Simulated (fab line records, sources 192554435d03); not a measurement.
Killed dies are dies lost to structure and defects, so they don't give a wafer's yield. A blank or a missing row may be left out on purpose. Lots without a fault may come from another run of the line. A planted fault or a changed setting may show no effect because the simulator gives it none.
fab line records | flow n5_finfet | part 1 of 2: steps 1 to 3 of 6
record lots=24 wafers=72 last_day=19
route steps=1938 shown BEOL_M6@1210 BEOL_M7@1276
lots that met no fault: from a run of the same line without faults
start_h: hours from the record's first day to the start of the lot's first wafer shown | wait_h: hours since the lot's step before | " the same as in the row above | L1.1+2: a row that stands for several wafers | - no value, or no start given | * or withheld: withheld | < > ~ a bound
route shown NAME@n: a module of which the file shows steps, and the number in the route of the first | usual: mean/standard deviation of fault-free wafers | same: alike in all rows | chamber/n: place in a boat | sites: the reading at each site | _std_site: their standard deviation | _edge_site: outer sites' mean less inner sites' | radius_mm: how far each site lies from the wafer's centre | mask NAME#n: copy n | behind: the tool/chamber that last shaped the wafer | hold: why the lot was held/for how many hours/how that ended | device: the transistor (n, p or np) that didn't switch | end of line: the same wafers' tests at the end of the route | a step without rows: its recipe alone | killed: dies lost to structure and defects at the first sort, not the wafer's yield | map: a wafer's dies, x killed, . not, _ none there
set.NAME: the setting as run; set.NAME@STEP: as run at that earlier step | model.NAME: the simulator's own value behind a step, which no gauge read
steps of the route over a sample of lots; a table a step, a row a wafer
services: from which hour (start_h, from the record's first day; less than 0 if before it) a tool's chamber was out of use, for how many hours, and why
## steps
# step N5_BEOL_M6_DESCUM_16
# recipe chemistry=O2 time_s=7.9 source_power_w=50 bias_power_w=20 pressure_mtorr=20 rf_frequency_hz=2.712e+07 temp_c=40 resist=CAR-ArF o2_flow_sccm=225
# usual drypump_motor_current_A=5.8/0.44 oes_product_au=0.78/0.078 rf_fwd_power_W=49.43/0.25 rf_vpp_V=243.3/1.3 showerhead_plenum_p_Torr=2.10/0.061 throttle_valve_pct=20.48/0.26
# columns lot.wafer tool chamber start_h wait_h drypump_motor_current_A oes_product_au rf_fwd_power_W rf_hours_counter_h rf_vpp_V showerhead_plenum_p_Torr throttle_valve_pct
L074.2 rie_diel-06 3 204.53 0.0 5.3 0.83 49.35 45 243.8 2.13 20.44
L074.4 " 0 " " 5.7 0.80 49.66 129 244.7 2.20 20.48
L074.5 " 3 " " 5.3 0.84 49.47 - 243.7 2.13 20.44
L075.1 rie_diel-03 0 208.39 0.1 6.1 0.70 49.24 183 243.9 2.12 20.99
L075.3 " 2 " " 5.4 0.72 49.71 191 242.9 2.05 20.08
L075.5 " 0 " " 6.1 0.71 49.00 - 242.9 2.12 21.00
L076.1 rie_diel-06 1 208.59 0.0 6.5 0.70 49.30 247 245.3 2.12 20.53
L076.2 " 2 " " 5.4 0.73 49.78 202 243.2 2.07 20.32
L076.6 " 3 " " 5.3 0.83 49.57 - 243.8 2.13 20.44
L078.1 rie_diel-01 2 208.95 0.0 6.2 0.92 49.34 41 242.9 2.14 20.59
L078.2 " 0 " " 6.5 0.77 49.91 152 245.0 2.18 20.54
L078.6 " 3 " " 6.1 0.69 49.41 - 243.3 2.08 20.99
L077.2 rie_diel-06 2 218.82 0.0 5.3 0.73 49.44 205 242.1 2.07 20.35
L077.3 " 0 " " 5.7 0.79 49.86 133 245.6 2.19 20.47
L077.4 " 3 " " 5.3 0.82 49.20 49 244.2 2.13 20.44
L081.2 rie_diel-06 0 224.15 0.0 5.7 0.79 49.85 134 245.7 2.19 20.46
L081.3 " 2 " " 5.4 0.72 49.56 207 242.7 2.07 20.32
L081.5 " 0 " " 5.7 0.80 49.90 - 244.9 2.19 20.47
L080.1 rie_diel-01 2 227.22 0.0 6.2 0.89 49.53 46 242.6 2.14 20.57
L080.2 " 0 " " 6.4 0.76 49.65 158 244.1 2.17 20.57
L080.6 " 2 " " 6.2 0.89 49.45 - 244.8 2.14 20.60
L079.3 rie_diel-06 3 232.09 0.0 5.3 0.80 49.24 55 244.8 2.13 20.45
L079.4 " 3 " " 5.3 0.81 49.17 - 244.3 2.13 20.46
L079.6 " 2 " " 5.4 0.72 49.61 - 242.6 2.07 20.35
L083.1 rie_diel-06 0 235.11 0.0 5.7 0.79 49.67 140 245.4 2.19 20.48
L083.2 " 3 " " 5.3 0.81 49.30 57 243.1 2.13 20.46
L083.3 " 2 " " 5.4 0.72 49.46 213 242.1 2.07 20.35
L082.2 rie_diel-01 1 235.64 0.4 5.9 0.71 49.24 189 242.3 1.98 20.30
L082.5 " 2 " " 6.2 0.89 49.56 - 243.7 2.14 20.58
L082.6 " 1 " " 5.9 0.71 49.23 - 241.0 1.98 20.30
L084.1 rie_diel-06 2 253.36 0.0 5.4 0.71 49.65 220 242.7 2.07 20.35
L084.3 " 1 " " 6.5 0.98 49.31 4 244.8 2.11 20.14
L084.6 " 2 " " 5.3 0.71 49.59 - 243.3 2.07 20.36
L085.1 rie_diel-01 1 257.13 0.0 5.9 0.70 49.27 197 241.5 1.97 20.31
L085.2 " 2 " " 6.2 0.87 49.20 57 243.7 2.13 20.61
L085.6 " 1 " " 5.9 0.71 49.13 - 240.8 1.97 20.31
L086.4 rie_diel-03 3 265.34 0.3 6.3 0.83 49.24 107 241.2 2.00 19.94
L086.5 " 0 " " 6.1 0.70 49.18 - 245.2 2.11 21.02
L086.6 " 1 " " 5.5 0.79 48.81 - 243.8 2.12 20.63
L088.2 rie_diel-06 3 268.79 0.0 5.3 0.79 49.37 70 244.9 2.12 20.47
L088.3 " 2 " " 5.4 0.70 49.47 226 244.5 2.07 20.36
L088.6 " 3 " " 5.3 0.79 49.62 - 243.1 2.12 20.47
L092.1 rie_diel-06 1 282.86 0.0 6.5 0.95 49.58 13 244.3 2.11 20.17
L092.4 " 2 " " 5.4 0.70 49.58 230 243.7 2.07 20.37
L092.5 " 1 " " 6.5 0.94 49.57 - 243.6 2.11 20.17
L089.3 rie_diel-01 3 283.25 0.3 6.1 0.96 49.48 2 242.9 2.07 20.55
L089.4 " 1 " " 5.9 0.70 49.32 209 242.0 1.97 20.32
L089.6 " 0 " " 6.5 0.75 49.55 - 244.0 2.17 20.60
L087.1 rie_diel-06 1 283.25 0.1 6.5 0.95 49.40 14 243.5 2.11 20.18
L087.3 " 2 " " 5.4 0.71 49.45 230 241.6 2.07 20.36
L087.5 " 2 " " 5.4 0.71 49.61 - 241.6 2.07 20.34
L090.1 rie_diel-01 3 290.43 0.0 6.2 0.97 49.56 5 243.9 2.07 20.57
L090.4 " 1 " " 5.9 0.69 49.49 212 241.3 1.97 20.33
L090.6 " 1 " " 5.9 0.70 49.68 - 241.1 1.97 20.33
L091.1 rie_diel-03 3 291.84 0.0 6.3 0.82 49.18 116 242.1 2.00 19.97
L091.3 " 1 " " 5.4 0.78 49.20 111 244.9 2.11 20.65
L091.4 " 2 " " 5.4 0.70 49.50 219 243.4 2.04 20.10
L093.1 rie_diel-06 2 297.36 0.0 5.4 0.70 49.88 235 242.1 2.06 20.38
L093.4 " 3 " " 5.3 0.78 49.33 79 242.3 2.12 20.49
L093.5 " 1 " " 6.5 0.93 49.38 - 243.1 2.11 20.19
L094.2 rie_diel-01 0 297.63 0.0 6.5 0.74 49.54 185 245.6 2.17 20.62
L094.5 " 0 " " 6.5 0.74 49.58 - 243.9 2.17 20.61
L094.6 " 3 " " 6.1 0.93 49.48 - 243.6 2.07 20.54
L095.1 rie_diel-03 3 327.98 0.0 6.3 0.81 49.05 127 240.7 2.00 19.94
L095.3 " 2 " " 5.4 0.69 49.70 228 242.2 2.03 20.13
L095.4 " 0 " " 6.1 0.68 49.20 224 242.1 2.10 21.05
L097.1 rie_diel-03 3 336.85 0.0 6.3 0.81 49.32 131 241.8 2.00 19.97
L097.2 " 1 " " 5.5 0.76 49.04 126 244.0 2.11 20.69
L097.5 " 0 " " 6.1 0.67 49.45 - 242.4 2.10 21.07
L096.4 rie_diel-03 3 356.34 0.1 6.3 0.80 49.14 137 242.9 1.99 19.99
L096.5 " 1 " " 5.4 0.75 49.11 - 242.6 2.10 20.67
L096.6 " 0 " " 6.1 0.67 49.25 - 242.7 2.10 21.07
# step N5_BEOL_M6_ETCH_62
# recipe chemistry=N2/H2 target=SOC target_depth_a=1100 overetch_a=220 mask_material=SiARC temp_c=40 time_s=165 ion_energy_ev=200 pressure_mtorr=30 source_w=840 bias_w=150 n2_flow_sccm=200 h2_flow_sccm=200
# usual drypump_motor_current_A=5.9/0.44 oes_product_au=0.65/0.06 rf_fwd_power_W=837.6/2.7 rf_vpp_V=524.3/2 showerhead_plenum_p_Torr=2.55/0.07 throttle_valve_pct=17.83/0.17
# columns lot.wafer tool chamber start_h wait_h drypump_motor_current_A oes_product_au rf_fwd_power_W rf_hours_counter_h rf_vpp_V showerhead_plenum_p_Torr throttle_valve_pct
L074.2 rie_diel-06 3 204.63 0.0 5.3 0.71 837.9 45 525.1 2.58 17.71
L074.4 " 0 " " 5.7 0.66 838.5 129 527.0 2.64 17.65
L074.5 " 3 " " 5.3 0.71 837.6 - 524.9 2.58 17.70
L075.1 rie_diel-03 0 208.48 0.0 6.1 0.60 835.3 183 524.9 2.49 17.95
L075.3 " 2 " " 5.4 0.60 833.4 192 524.6 2.55 17.80
L075.5 " 0 " " 6.1 0.61 833.7 - 524.2 2.50 17.92
L076.1 rie_diel-06 1 208.69 0.0 6.5 0.59 837.7 247 524.9 2.61 18.20
L076.2 " 2 " " 5.4 0.62 832.8 202 522.8 2.53 17.80
L076.6 " 3 " " 5.3 0.72 834.9 - 525.9 2.58 17.72
L078.1 rie_diel-01 2 209.04 0.0 6.2 0.75 834.3 41 524.7 2.59 17.83
L078.2 " 0 " " 6.5 0.66 838.1 152 526.2 2.64 17.95
L078.6 " 3 " " 6.2 0.60 837.4 - 523.6 2.51 18.22
L077.2 rie_diel-06 2 218.91 0.0 5.4 0.62 840.1 205 524.4 2.53 17.82
L077.3 " 0 " " 5.7 0.65 841.4 133 526.3 2.64 17.66
L077.4 " 3 " " 5.3 0.71 835.8 49 525.6 2.58 17.70
L081.2 rie_diel-06 0 224.24 0.0 5.7 0.65 834.3 135 527.2 2.64 17.67
L081.3 " 2 " " 5.4 0.62 837.4 207 522.8 2.53 17.82
L081.5 " 0 " " 5.8 0.65 834.7 - 527.7 2.64 17.67
L080.1 rie_diel-01 2 227.31 0.0 6.2 0.74 836.0 47 525.5 2.59 17.86
L080.2 " 0 " " 6.4 0.64 836.1 158 527.0 2.64 17.97
L080.6 " 2 " " 6.2 0.74 837.6 - 525.6 2.59 17.84
L079.3 rie_diel-06 3 232.19 0.0 5.3 0.71 834.2 55 524.3 2.57 17.73
L079.4 " 3 " " 5.3 0.71 830.8 - 526.2 2.57 17.73
L079.6 " 2 " " 5.4 0.62 837.6 - 523.6 2.53 17.82
L083.1 rie_diel-06 0 235.20 0.0 5.8 0.65 841.6 140 526.8 2.64 17.67
L083.2 " 3 " " 5.3 0.69 833.6 57 524.4 2.57 17.73
L083.3 " 2 " " 5.4 0.62 838.2 213 523.7 2.53 17.84
L082.2 rie_diel-01 1 235.73 0.0 5.9 0.60 842.1 189 521.6 2.40 17.63
L082.5 " 2 " " 6.2 0.74 836.8 - 525.0 2.59 17.86
L082.6 " 1 " " 6.0 0.60 836.2 - 518.7 2.40 17.66
L084.1 rie_diel-06 2 253.45 0.0 5.4 0.61 841.8 220 521.9 2.52 17.84
L084.3 " 1 " " 6.5 0.80 840.4 4 526.9 2.61 17.79
L084.6 " 2 " " 5.4 0.61 841.2 - 523.1 2.52 17.84
L085.1 rie_diel-01 1 257.22 0.0 6.0 0.59 842.0 197 519.9 2.39 17.65
L085.2 " 2 " " 6.3 0.73 835.8 57 525.1 2.58 17.87
L085.6 " 1 " " 6.0 0.59 842.7 - 520.7 2.39 17.67
L086.4 rie_diel-03 3 265.43 0.0 6.3 0.69 841.2 107 520.9 2.45 17.46
L086.5 " 0 " " 6.1 0.59 838.0 - 523.3 2.49 17.98
L086.6 " 1 " " 5.4 0.66 832.5 - 525.9 2.57 18.00
L088.2 rie_diel-06 3 268.88 0.0 5.3 0.68 836.3 70 525.5 2.57 17.75
L088.3 " 2 " " 5.4 0.61 834.4 226 523.8 2.52 17.84
L088.6 " 3 " " 5.3 0.70 838.1 - 526.5 2.57 17.75
L092.1 rie_diel-06 1 282.95 0.0 6.5 0.77 836.9 13 525.5 2.60 17.81
L092.4 " 2 " " 5.4 0.61 840.7 230 524.2 2.52 17.84
L092.5 " 1 " " 6.5 0.77 837.2 - 523.9 2.61 17.81
L089.3 rie_diel-01 3 283.34 0.0 6.1 0.81 837.9 2 524.0 2.50 17.76
L089.4 " 1 " " 6.0 0.58 838.4 209 520.5 2.39 17.65
L089.6 " 0 " " 6.4 0.63 833.6 - 526.9 2.63 18.02
L087.1 rie_diel-06 1 283.34 0.0 6.5 0.77 832.9 14 525.2 2.60 17.81
L087.3 " 2 " " 5.4 0.61 838.2 230 523.6 2.52 17.87
L087.5 " 2 " " 5.4 0.61 839.2 - 523.3 2.52 17.86
L090.1 rie_diel-01 3 290.52 0.0 6.1 0.80 839.2 5 523.0 2.50 17.77
L090.4 " 1 " " 6.0 0.58 836.4 212 519.7 2.39 17.67
L090.6 " 1 " " 6.0 0.59 838.6 - 521.1 2.39 17.70
L091.1 rie_diel-03 3 291.93 0.0 6.3 0.68 838.0 116 521.2 2.45 17.46
L091.3 " 1 " " 5.4 0.66 837.1 111 525.4 2.57 18.03
L091.4 " 2 " " 5.4 0.59 840.9 219 522.4 2.53 17.85
L093.1 rie_diel-06 2 297.45 0.0 5.4 0.60 837.7 235 522.7 2.52 17.87
L093.4 " 3 " " 5.3 0.68 835.1 79 525.0 2.56 17.77
L093.5 " 1 " " 6.5 0.77 838.4 - 525.6 2.60 17.81
L094.2 rie_diel-01 0 297.72 0.0 6.5 0.64 834.9 185 526.5 2.63 18.01
L094.5 " 0 " " 6.5 0.64 837.0 - 525.2 2.63 18.01
L094.6 " 3 " " 6.1 0.80 841.7 - 521.8 2.50 17.78
L095.1 rie_diel-03 3 328.07 0.0 6.3 0.67 836.1 127 520.8 2.44 17.48
L095.3 " 2 " " 5.4 0.58 837.1 228 521.9 2.53 17.87
L095.4 " 0 " " 6.1 0.58 838.9 224 524.0 2.48 18.02
L097.1 rie_diel-03 3 336.94 0.0 6.3 0.67 837.3 131 520.3 2.44 17.47
L097.2 " 1 " " 5.5 0.66 840.0 126 524.8 2.56 18.04
L097.5 " 0 " " 6.1 0.57 835.5 - 523.3 2.48 18.03
L096.4 rie_diel-03 3 356.43 0.0 6.3 0.66 832.6 137 522.1 2.44 17.48
L096.5 " 1 " " 5.5 0.65 840.9 - 524.4 2.56 18.07
L096.6 " 0 " " 6.1 0.57 836.9 - 521.9 2.47 18.03
# step N5_BEOL_M6_ETCH_72
# recipe chemistry=N2/H2 target=underlayer target_depth_a=65 mask_material=CAR-EUV time_s=5.2 ion_energy_ev=200 pressure_mtorr=30 source_w=840 bias_w=150 n2_flow_sccm=200 h2_flow_sccm=200 ends=cleared
# usual drypump_motor_current_A=6.0/0.42 etch_rf_on_time_s=5.27/0.2 oes_product_au=0.66/0.071 rf_fwd_power_W=819.4/2.5 rf_vpp_V=524.1/2.3 showerhead_plenum_p_Torr=2.54/0.075 throttle_valve_pct=17.86/0.18
# columns lot.wafer tool chamber start_h wait_h drypump_motor_current_A etch_rf_on_time_s oes_product_au rf_fwd_power_W rf_hours_counter_h rf_vpp_V showerhead_plenum_p_Torr throttle_valve_pct
L074.2 rie_diel-03 0 206.99 0.0 6.1 5.08 0.60 813.9 182 525.4 2.49 17.98
L074.4 " 2 " " 5.4 5.35 0.61 816.9 191 522.7 2.55 17.86
L074.5 " 3 " " 6.3 5.35 0.68 816.0 - 520.7 2.46 17.45
L075.1 rie_diel-06 2 210.37 0.0 5.4 5.42 0.62 818.8 202 521.9 2.53 17.82
L075.3 " 1 " " 6.5 5.38 0.58 820.1 247 524.6 2.61 18.23
L075.5 " 1 " " 6.5 5.27 0.59 819.9 - 525.5 2.61 18.24
L076.1 rie_diel-01 2 210.56 0.0 6.3 5.16 0.75 820.9 41 525.1 2.59 17.89
L076.2 " 1 " " 5.9 5.34 0.60 821.4 181 519.0 2.40 17.65
L076.6 " 3 " " 6.1 4.94 0.61 817.1 - 522.8 2.51 18.26
L078.1 rie_diel-03 0 210.60 0.0 6.1 5.02 0.61 822.1 184 524.6 2.50 17.96
L078.2 " 1 " " 5.4 5.31 0.69 818.6 84 524.9 2.58 17.99
L078.6 " 2 " " 5.4 5.41 0.59 816.8 - 521.0 2.55 17.83
L077.2 rie_diel-01 0 220.79 0.0 6.4 5.58 0.63 821.5 156 526.5 2.64 17.97
L077.3 " 1 " " 6.0 5.32 0.59 819.6 185 522.5 2.40 17.68
L077.4 " 2 " " 6.2 5.18 0.75 819.4 45 525.3 2.59 17.87
L081.2 rie_diel-03 2 225.24 0.0 5.4 5.37 0.59 816.0 196 523.9 2.54 17.84
L081.3 " 3 " " 6.3 5.29 0.70 819.5 92 522.9 2.46 17.44
L081.5 " 0 " " 6.1 5.04 0.60 819.3 - 522.2 2.49 17.98
L080.1 rie_diel-01 1 231.09 0.0 6.0 5.32 0.59 822.1 188 521.6 2.40 17.67
L080.2 " 0 " " 6.5 5.59 0.63 823.0 159 524.5 2.64 17.98
L080.6 " 0 " " 6.5 5.52 0.63 822.3 - 525.5 2.64 17.98
L079.3 rie_diel-01 3 233.80 0.0 6.1 4.87 0.62 822.7 243 523.3 2.50 18.27
L079.4 " 2 " " 6.2 5.14 0.74 817.4 49 526.1 2.59 17.93
L079.6 " 2 " " 6.2 5.14 0.76 818.1 - 525.2 2.59 17.90
L083.1 rie_diel-06 2 237.35 0.0 5.4 5.50 0.60 820.8 214 522.2 2.53 17.86
L083.2 " 0 " " 5.8 5.16 0.65 822.7 142 527.3 2.64 17.73
L083.3 " 3 " " 5.3 5.50 0.68 818.4 58 524.8 2.57 17.77
L082.2 rie_diel-03 2 237.68 0.0 5.4 5.41 0.59 819.3 200 522.6 2.54 17.85
L082.5 " 1 " " 5.5 5.28 0.68 815.9 - 526.5 2.58 18.04
L082.6 " 2 " " 5.4 5.34 0.59 819.4 - 524.2 2.54 17.84
L084.1 rie_diel-06 3 255.88 0.0 5.3 5.48 0.67 818.3 65 523.7 2.57 17.79
L084.3 " 2 " " 5.4 5.54 0.60 823.5 221 522.4 2.52 17.86
L084.6 " 1 " " 6.5 5.03 0.82 819.0 - 524.9 2.61 17.82
L085.1 rie_diel-01 0 258.47 0.0 6.5 5.56 0.62 819.0 168 526.8 2.63 18.03
L085.2 " 2 " " 6.3 5.16 0.74 819.7 58 525.3 2.58 17.89
L085.6 " 1 " " 6.0 5.27 0.60 814.7 - 521.6 2.39 17.67
L086.4 rie_diel-03 1 266.90 0.0 5.5 5.28 0.67 819.3 103 525.9 2.57 18.03
L086.5 " 3 " " 6.3 5.19 0.69 824.0 - 520.1 2.45 17.47
L086.6 " 2 " " 5.4 5.36 0.59 819.6 - 523.7 2.54 17.86
L088.2 rie_diel-06 3 271.02 0.0 5.3 5.51 0.67 823.0 70 525.2 2.57 17.82
L088.3 " 1 " " 6.5 5.11 0.80 827.7 10 524.4 2.61 17.85
L088.6 " 2 " " 5.4 5.63 0.59 818.3 - 521.7 2.52 17.88
L092.1 rie_diel-01 2 284.65 0.0 6.3 5.25 0.72 821.7 70 524.9 2.58 17.92
L092.4 " 1 " " 6.0 5.31 0.58 822.7 210 520.5 2.39 17.70
L092.5 " 1 " " 6.0 5.34 0.58 816.9 - 520.5 2.39 17.71
L089.3 rie_diel-03 3 285.13 0.0 6.3 5.24 0.67 816.4 114 521.0 2.45 17.47
L089.4 " 1 " " 5.5 5.29 0.66 818.2 109 524.7 2.57 18.04
L089.6 " 2 " " 5.4 5.42 0.58 816.7 - 523.2 2.54 17.88
L087.1 rie_diel-06 0 285.51 0.0 5.7 5.11 0.65 820.4 158 525.4 2.63 17.75
L087.3 " 1 " " 6.5 5.04 0.79 819.2 15 524.8 2.60 17.85
L087.5 " 2 " " 5.4 5.49 0.61 818.2 - 524.1 2.52 17.89
L090.1 rie_diel-01 1 294.30 0.0 5.9 5.32 0.57 817.5 213 520.8 2.39 17.73
L090.4 " 2 " " 6.3 5.18 0.72 815.2 74 526.9 2.57 17.95
L090.6 " 2 " " 6.3 5.16 0.71 816.3 - 523.4 2.57 17.94
L091.1 rie_diel-06 3 294.71 0.0 5.3 5.54 0.66 818.4 78 525.7 2.57 17.79
L091.3 " 1 " " 6.5 5.15 0.77 824.8 18 524.7 2.60 17.84
L091.4 " 0 " " 5.8 5.27 0.63 823.5 161 527.9 2.63 17.75
L094.2 rie_diel-06 2 299.54 0.0 5.4 5.45 0.59 822.3 236 521.3 2.52 17.89
L094.5 " 3 " " 5.3 5.45 0.66 820.9 - 524.5 2.56 17.82
L094.6 " 0 " " 5.8 5.16 0.63 821.2 - 530.2 2.63 17.75
L093.1 rie_diel-01 3 299.59 0.0 6.2 4.75 0.83 817.1 8 521.8 2.50 17.80
L093.4 " 1 " " 6.0 5.33 0.58 817.1 215 517.6 2.38 17.70
L093.5 " 0 " " 6.4 5.53 0.60 821.3 - 529.5 2.63 18.03
L095.1 rie_diel-01 2 330.92 0.0 6.2 5.30 0.70 817.1 85 525.7 2.57 17.96
L095.3 " 0 " " 6.5 5.54 0.61 822.7 197 523.4 2.62 18.06
L095.4 " 2 " " 6.2 5.23 0.70 819.8 - 526.0 2.57 17.96
L097.1 rie_diel-01 2 337.77 0.0 6.2 5.19 0.71 819.5 89 521.2 2.57 18.00
L097.2 " 1 " " 6.0 5.33 0.58 816.5 227 519.1 2.38 17.74
L097.5 " 0 " " 6.5 5.53 0.60 817.1 - 526.9 2.62 18.06
L096.4 rie_diel-06 1 357.67 0.0 6.5 5.09 0.74 817.2 43 525.8 2.59 17.88
L096.5 " 0 " " 5.7 5.15 0.63 819.6 - 525.8 2.62 17.79
L096.6 " 1 " " 6.5 5.10 0.73 817.4 - 526.5 2.59 17.88
